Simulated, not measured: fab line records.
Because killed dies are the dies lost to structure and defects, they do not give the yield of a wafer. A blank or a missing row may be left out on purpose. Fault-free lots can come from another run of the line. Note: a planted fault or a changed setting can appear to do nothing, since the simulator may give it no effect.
Which tool did it?	flow nand_harc	24 lots, 72 wafers sampled, at 6 steps of a route of 1159

WHAT THE GAUGES SHOWED, per wafer
NHARC_A_CONTACT_CD_MEAS_80. Usual: cd_nm reads 189.8 nm (standard deviation 0.83).
lot	measured	on	cd_nm (nm)	flag
L074	day 17 15:29	cd_sem-03	189.7 190.3 189.0	
L075	day 17 20:37	cd_sem-02	188.6 188.9 189.0	
L076	day 17 22:19	cd_sem-03	189.6 189.7 189.4	
L078	day 18 15:16	cd_sem-01	189.7 189.2 190.7	
L077	day 18 23:57	cd_sem-02	190.4 189.6 189.5	
L079	day 19 05:52	cd_sem-02	190.3 190.8 190.4	
L080	day 19 08:41	cd_sem-03	188.9 188.5 187.0	
L081	day 19 11:08	cd_sem-02	190.1 190.6 190.1	
L083	day 19 16:07	cd_sem-02	188.5 189.3 189.8	
L082	day 19 16:57	cd_sem-03	189.8 189.1 188.3	
L084	day 20 21:18	cd_sem-02	190.3 189.5 189.7	
L085	day 21 03:50	cd_sem-03	189.9 190.1 189.3	
L088	day 21 05:13	cd_sem-01	189.8 190.0 190.1	
L091	day 21 12:28	cd_sem-02	190.5 189.4 189.3	
L087	day 21 20:49	cd_sem-02	188.9 188.5 187.6	
L089	day 22 04:14	cd_sem-03	189.5 189.5 190.1	
L092	day 22 09:55	cd_sem-01	191.6 190.8 191.4	
L090	day 22 14:11	cd_sem-03	191.5 191.1 190.6	
L095	day 22 14:47	cd_sem-02	189.6 189.6 189.7	
L094	day 22 17:06	cd_sem-03	189.1 190.0 191.1	
L093	day 22 17:22	cd_sem-03	190.0 190.2 190.0	
L086	day 22 20:08	cd_sem-02	189.9 191.0 190.2	
L096	day 23 07:31	cd_sem-03	190.0 189.2 190.0	
L097	day 23 08:52	cd_sem-01	190.0 189.9 189.5	

NHARC_A_CONTACT_INSPECT_10. Usual: raw_defect_count reads 28 (standard deviation 15).
lot	measured	on	raw_defect_count	flag
L074	day 17 19:46	defect_inspect-02	30 25 22	
L075	day 18 00:37	defect_inspect-02	20 21 20	
L076	day 18 01:46	defect_inspect-01	12 6 7	
L078	day 18 21:10	defect_inspect-01	15 31 25	
L077	day 19 03:47	defect_inspect-01	7 7 7	
L079	day 19 11:30	defect_inspect-01	32 21 22	
L080	day 19 12:55	defect_inspect-02	24 27 22	
L081	day 19 15:07	defect_inspect-01	15 16 14	
L083	day 19 20:28	defect_inspect-02	15 14 7	
L082	day 19 20:50	defect_inspect-02	21 25 35	
L084	day 21 05:12	defect_inspect-01	41 44 63	
L085	day 21 12:59	defect_inspect-01	37 25 37	
L088	day 21 13:21	defect_inspect-01	38 37 37	
L091	day 21 15:31	defect_inspect-02	56 56 48	
L087	day 22 02:08	defect_inspect-01	31 43 34	
L089	day 22 09:08	defect_inspect-01	60 48 53	
L092	day 22 12:50	defect_inspect-02	35 35 35	
L090	day 22 17:25	defect_inspect-01	37 35 37	
L095	day 22 19:00	defect_inspect-01	15 15 19	
L094	day 22 20:18	defect_inspect-02	15 6 11	
L093	day 22 21:39	defect_inspect-01	35 46 34	
L086	day 23 01:45	defect_inspect-01	15 7 12	
L096	day 23 10:44	defect_inspect-02	14 13 9	
L097	day 23 13:38	defect_inspect-01	31 36 41	

NHARC_A_M1_OVL_MEAS_10: pitch 240 nm. Usual: overlay_x_nm -0.3 nm, standard deviation 0.7; overlay_y_nm 0.2 nm, standard deviation 0.89.
lot	measured	on	overlay_x_nm (nm)	overlay_y_nm (nm)	flag
L074	day 18 13:41	overlay-02	-1.1 -1.2 -1.6	-0.3 -0.1 -0.1	
L075	day 18 20:56	overlay-01	0.4 0.4 0.3	0.6 0.5 -0.1	
L076	day 18 21:06	overlay-02	-0.9 -0.9 -0.7	0.1 0.0 -0.2	
L078	day 19 19:27	overlay-02	0.0 -0.3 -0.2	-1.0 -1.4 -1.2	
L077	day 19 20:28	overlay-02	0.0 -0.6 -0.6	-0.1 0.1 0.2	
L079	day 20 02:39	overlay-01	0.9 0.0 0.6	-1.6 -1.8 -1.9	
L080	day 20 05:44	overlay-01	0.4 0.1 0.5	0.4 -0.4 -0.7	
L081	day 20 06:28	overlay-01	0.5 0.6 1.1	-0.8 -0.3 -0.4	
L083	day 20 18:53	overlay-01	-0.9 -1.2 -1.2	-0.3 -0.6 0.0	
L082	day 20 18:37	overlay-02	-1.1 -1.1 -1.7	0.8 0.6 0.8	
L084	day 22 12:13	overlay-02	0.4 0.3 -0.5	-1.2 -0.8 -0.9	
L085	day 22 22:53	overlay-01	-0.4 0.5 0.1	-0.3 0.2 -0.2	
L088	day 22 23:17	overlay-01	0.0 -0.2 -0.4	0.3 1.0 1.1	
L091	day 22 23:46	overlay-01	0.5 -0.3 -0.2	2.2 2.0 1.4	
L087	day 23 03:47	overlay-02	-1.1 -1.5 -0.4	0.2 1.2 1.1	
L089	day 23 14:09	overlay-01	-0.5 -0.8 -0.4	0.7 1.1 1.0	
L092	day 23 15:46	overlay-02	-0.6 -0.9 -0.1	1.1 1.2 1.4	
L090	day 23 21:22	overlay-01	0.2 0.4 0.8	0.3 0.3 0.0	
L095	day 23 21:46	overlay-02	1.4 0.6 0.9	0.2 0.2 0.5	
L094	day 23 22:08	overlay-02	-0.2 0.5 -0.2	-0.4 0.1 0.7	
L093	day 24 03:50	overlay-02	-0.8 -1.2 -1.0	-0.7 -0.3 -0.4	
L086	day 24 11:48	overlay-01	-0.4 -0.1 0.0	0.4 0.2 0.1	
L096	day 24 13:42	overlay-02	0.2 -0.3 0.3	0.3 0.4 -0.3	
L097	day 24 14:26	overlay-01	-0.9 -0.6 -1.1	1.3 1.9 1.4	

WHAT TOOL EACH LOT RAN ON (gives the tool, then ch and the chambers of the sampled wafers, and finally the start)
lot	NHARC_A_CONTACT_ETCH_133	NHARC_A_CONTACT_ETCH_31	NHARC_A_BLC_DESCUM_15
L074	har_cap_etch-01 ch 0,1, day 17 14:29	rie_diel-08 ch 0,1,3, day 18 03:42 or earlier	rie_diel-12 ch 1,2, day 18 03:42
L075	har_cap_etch-03 ch 0, day 17 19:50	rie_diel-13 ch 0,2, day 18 07:01 or earlier	rie_diel-02 ch 0,1,2, day 18 07:01
L076	har_cap_etch-02 ch 0,1, day 17 21:26	rie_diel-13 ch 1,2,3, day 18 08:05 or earlier	rie_diel-02 ch 1,3, day 18 08:05
L078	har_cap_etch-01 ch 0,1, day 18 14:26	rie_diel-08 ch 0,1,2, day 19 11:18 or earlier	rie_diel-04 ch 2,3, day 19 11:18
L077	har_cap_etch-02 ch 0,1, day 18 23:08	rie_diel-11 ch 1,2, day 19 11:28 or earlier	rie_diel-02 ch 0,1,2, day 19 11:28
L079	har_cap_etch-01 ch 0,1, day 19 04:42	rie_diel-08 ch 1,2,3, day 19 17:34 or earlier	rie_diel-04 ch 1,3, day 19 17:34
L080	har_cap_etch-01 ch 1, day 19 07:36	rie_diel-08 ch 0,2,3, day 19 19:20 or earlier	rie_diel-02 ch 0,1,3, day 19 19:20
L081	har_cap_etch-03 ch 0,1, day 19 10:20	rie_diel-08 ch 1,2,3, day 19 21:23 or earlier	rie_diel-02 ch 0,1,3, day 19 21:23
L083	har_cap_etch-01 ch 0,1, day 19 15:11	rie_diel-08 ch 1,2,3, day 20 04:22 or earlier	rie_diel-12 ch 0,2,3, day 20 04:22
L082	har_cap_etch-02 ch 0,1, day 19 16:08	rie_diel-11 ch 0,1,3, day 20 04:59 or earlier	rie_diel-02 ch 0,2, day 20 04:59
L084	har_cap_etch-01 ch 0,1, day 20 20:29	rie_diel-13 ch 1,3, day 21 17:41 or earlier	rie_diel-04 ch 1,2,3, day 21 17:41
L085	har_cap_etch-02 ch 0,1, day 21 03:08	rie_diel-13 ch 2,3, day 22 06:21 or earlier	rie_diel-04 ch 0,1,3, day 22 06:21
L088	har_cap_etch-01 ch 0,1, day 21 04:28	rie_diel-08 ch 0,2,3, day 22 07:01 or earlier	rie_diel-12 ch 1,2, day 22 07:01
L091	har_cap_etch-02 ch 0,1, day 21 11:41	rie_diel-11 ch 1,2,3, day 22 07:50 or earlier	rie_diel-04 ch 0,2,3, day 22 07:50
L087	har_cap_etch-02 ch 0,1, day 21 20:00	rie_diel-13 ch 0,1,3, day 22 12:29 or earlier	rie_diel-04 ch 1,2,3, day 22 12:29
L089	har_cap_etch-01 ch 0,1, day 22 03:27	rie_diel-13 ch 1,2,3, day 22 19:53 or earlier	rie_diel-02 ch 0,2,3, day 22 19:53
L092	har_cap_etch-03 ch 0,1, day 22 09:03	rie_diel-11 ch 0,1,3, day 23 01:36 or earlier	rie_diel-02 ch 0,1,2, day 23 01:36
L090	har_cap_etch-01 ch 0,1, day 22 13:22	rie_diel-13 ch 0,1,3, day 23 09:28 or earlier	rie_diel-02 ch 0,1,2, day 23 09:28
L095	har_cap_etch-02 ch 0,1, day 22 13:52	rie_diel-08 ch 2,3, day 23 10:13 or earlier	rie_diel-12 ch 1,3, day 23 10:13
L094	har_cap_etch-01 ch 0,1, day 22 16:19	rie_diel-08 ch 1,2,3, day 23 10:20 or earlier	rie_diel-04 ch 0,2,3, day 23 10:20
L093	har_cap_etch-02 ch 0,1, day 22 16:41	rie_diel-08 ch 2,3, day 23 11:31 or earlier	rie_diel-04 ch 0,2,3, day 23 11:31
L086	har_cap_etch-03 ch 0,1, day 22 19:06	rie_diel-08 ch 0,1,3, day 23 16:18 or earlier	rie_diel-04 ch 0,2,3, day 23 16:18
L096	har_cap_etch-02 ch 0,1, day 23 06:37	rie_diel-11 ch 0,2,3, day 23 23:57 or earlier	rie_diel-02 ch 1,2,3, day 23 23:57
L097	har_cap_etch-03 ch 0,1, day 23 08:04	rie_diel-13 ch 1,2,3, day 24 00:49 or earlier	rie_diel-02 ch 0,1,3, day 24 00:49
- NHARC_A_CONTACT_ETCH_133: etches the open film in C4F8/O2/Ar, time 195 s, target depth 840 nm.
- NHARC_A_CONTACT_ETCH_31: etches the open film in O2/COS, target depth 2000 nm, time 520 s.
- NHARC_A_BLC_DESCUM_15: chemistry O2, time 3 s.

WHAT THE TOOLS THEMSELVES READ (means of the sampled wafers that have a number; where no wafer has one, the mark that the record gives instead)
NHARC_A_CONTACT_ETCH_133. Usual: oes_air_line_au reads 0.999 a.u. (standard deviation 0.019).
lot	tool	oes_air_line_au (a.u.)	flag
L074	har_cap_etch-01	1.002	
L075	har_cap_etch-03	1.002	
L076	har_cap_etch-02	1.009	
L078	har_cap_etch-01	1.003	
L077	har_cap_etch-02	1.006	
L079	har_cap_etch-01	0.992	
L080	har_cap_etch-01	1.015	
L081	har_cap_etch-03	0.993	
L083	har_cap_etch-01	1.003	
L082	har_cap_etch-02	1.008	
L084	har_cap_etch-01	1.012	
L085	har_cap_etch-02	0.988	
L088	har_cap_etch-01	1.003	
L091	har_cap_etch-02	1.012	
L087	har_cap_etch-02	0.992	
L089	har_cap_etch-01	0.969	
L092	har_cap_etch-03	1.009	
L090	har_cap_etch-01	0.968	
L095	har_cap_etch-02	1.005	
L094	har_cap_etch-01	0.998	
L093	har_cap_etch-02	1.002	
L086	har_cap_etch-03	1.008	
L096	har_cap_etch-02	0.999	
L097	har_cap_etch-03	0.981	

NHARC_A_CONTACT_ETCH_31. Usual: drypump_motor_current_A 5.5 A, standard deviation 0.51; o2_flow_sccm 400.0 sccm, standard deviation 1.2; oes_product_au 1.002 a.u., standard deviation 0.0099; rf_vpp_V 314.2 V, standard deviation 2.2; showerhead_plenum_p_Torr 3.13 Torr, standard deviation 0.15; throttle_valve_pct 28.330 %, standard deviation 0.0086.
lot	tool	drypump_motor_current_A (A)	o2_flow_sccm (sccm)	oes_product_au (a.u.)	rf_vpp_V (V)	showerhead_plenum_p_Torr (Torr)	throttle_valve_pct (%)	flag
L074	rie_diel-08	5.4	400.9	1.006	315.1	3.18	28.336	
L075	rie_diel-13	5.5	400.5	1.000	312.0	2.94	28.326	
L076	rie_diel-13	5.9	400.1	1.001	313.7	3.09	28.326	
L078	rie_diel-08	5.3	400.1	1.006	316.7	3.26	28.333	
L077	rie_diel-11	6.1	401.5	0.984	313.5	3.05	28.331	
L079	rie_diel-08	5.1	399.1	1.003	313.9	3.14	28.324	
L080	rie_diel-08	5.2	400.6	1.003	314.9	3.19	28.330	
L081	rie_diel-08	5.1	399.5	1.001	315.4	3.14	28.325	
L083	rie_diel-08	5.1	399.3	1.008	315.2	3.14	28.329	
L082	rie_diel-11	5.7	399.9	0.987	312.6	2.96	28.333	
L084	rie_diel-13	5.9	400.3	0.994	314.3	3.18	28.326	
L085	rie_diel-13	6.0	399.3	1.013	317.2	3.32	28.325	
L088	rie_diel-08	5.2	401.0	0.997	314.5	3.19	28.335	
L091	rie_diel-11	5.8	400.4	0.996	312.4	3.00	28.323	
L087	rie_diel-13	5.6	400.2	1.004	313.3	3.11	28.326	
L089	rie_diel-13	6.0	400.9	1.010	315.5	3.25	28.328	
L092	rie_diel-11	5.7	400.0	1.006	311.3	2.95	28.330	
L090	rie_diel-13	5.6	399.6	1.003	314.4	3.11	28.329	
L095	rie_diel-08	5.0	398.4	1.007	314.2	3.07	28.331	
L094	rie_diel-08	5.1	399.5	0.997	313.8	3.13	28.331	
L093	rie_diel-08	5.0	400.8	1.001	312.9	3.06	28.329	
L086	rie_diel-08	5.4	400.2	0.995	314.3	3.16	28.333	
L096	rie_diel-11	5.6	401.7	1.002	312.2	2.95	28.324	
L097	rie_diel-13	6.0	400.6	1.005	315.4	3.24	28.334	

NHARC_A_BLC_DESCUM_15. Usual: drypump_motor_current_A 5.8 A, standard deviation 0.37; o2_flow_sccm 200.0 sccm, standard deviation 0.63; oes_product_au 1.004 a.u., standard deviation 0.009; rf_vpp_V 57.8 V, standard deviation 0.88; showerhead_plenum_p_Torr 1.91 Torr, standard deviation 0.1; throttle_valve_pct 11.311 %, standard deviation 0.01.
lot	tool	drypump_motor_current_A (A)	o2_flow_sccm (sccm)	oes_product_au (a.u.)	rf_vpp_V (V)	showerhead_plenum_p_Torr (Torr)	throttle_valve_pct (%)	flag
L074	rie_diel-12	5.7	200.4	1.007	58.7	1.92	11.317	
L075	rie_diel-02	5.6	199.2	1.003	57.7	1.87	11.311	
L076	rie_diel-02	6.1	199.2	0.999	57.7	1.79	11.322	
L078	rie_diel-04	5.9	200.6	1.006	58.7	2.00	11.314	
L077	rie_diel-02	5.7	200.3	0.997	57.3	1.87	11.313	
L079	rie_diel-04	5.5	200.5	1.007	57.8	1.98	11.314	
L080	rie_diel-02	5.9	200.2	1.008	57.6	1.83	11.316	
L081	rie_diel-02	5.9	200.4	1.003	56.6	1.83	11.310	
L083	rie_diel-12	5.9	199.4	1.009	57.9	1.86	11.311	
L082	rie_diel-02	5.5	199.3	1.003	56.7	1.91	11.316	
L084	rie_diel-04	5.7	199.7	1.007	58.0	1.99	11.310	
L085	rie_diel-04	5.7	200.3	1.009	58.2	1.98	11.302	
L088	rie_diel-12	5.7	200.9	1.008	57.2	1.91	11.306	
L091	rie_diel-04	5.9	199.9	1.009	57.9	1.99	11.319	
L087	rie_diel-04	5.7	200.2	1.005	58.3	1.98	11.310	
L089	rie_diel-02	5.6	200.3	1.000	57.3	1.86	11.307	
L092	rie_diel-02	5.6	199.6	0.999	57.3	1.86	11.316	
L090	rie_diel-02	5.6	200.0	0.997	58.0	1.86	11.305	
L095	rie_diel-12	6.0	199.6	1.002	58.2	1.98	11.314	
L094	rie_diel-04	5.9	199.7	0.999	57.6	1.99	11.304	
L093	rie_diel-04	5.9	200.2	1.013	57.6	1.99	11.313	
L086	rie_diel-04	5.9	200.4	1.007	57.4	1.99	11.320	
L096	rie_diel-02	5.9	199.9	1.003	57.9	1.81	11.301	
L097	rie_diel-02	5.9	200.0	1.002	57.4	1.83	11.309	

THE ANSWER, worked out from the rows above alone
Rule: a lot counts as off when the mean over its wafers that have a number is more than 3 standard deviations away from the usual mean. Also off: a lot with no number at a reading for which 4 or more lots have one. The other lots that the step has rows for count as sound. Order of review: gauges by route order, followed by the tools' own readings, for which a lot's mean as printed above is used. The first step at which some lot is off is used, and at that step the reading that is off furthest; a lot without a number counts as furthest.
Across all readings shown, no lot is off: no conclusion can be drawn from this.

WHAT THE SIMULATOR PUT IN
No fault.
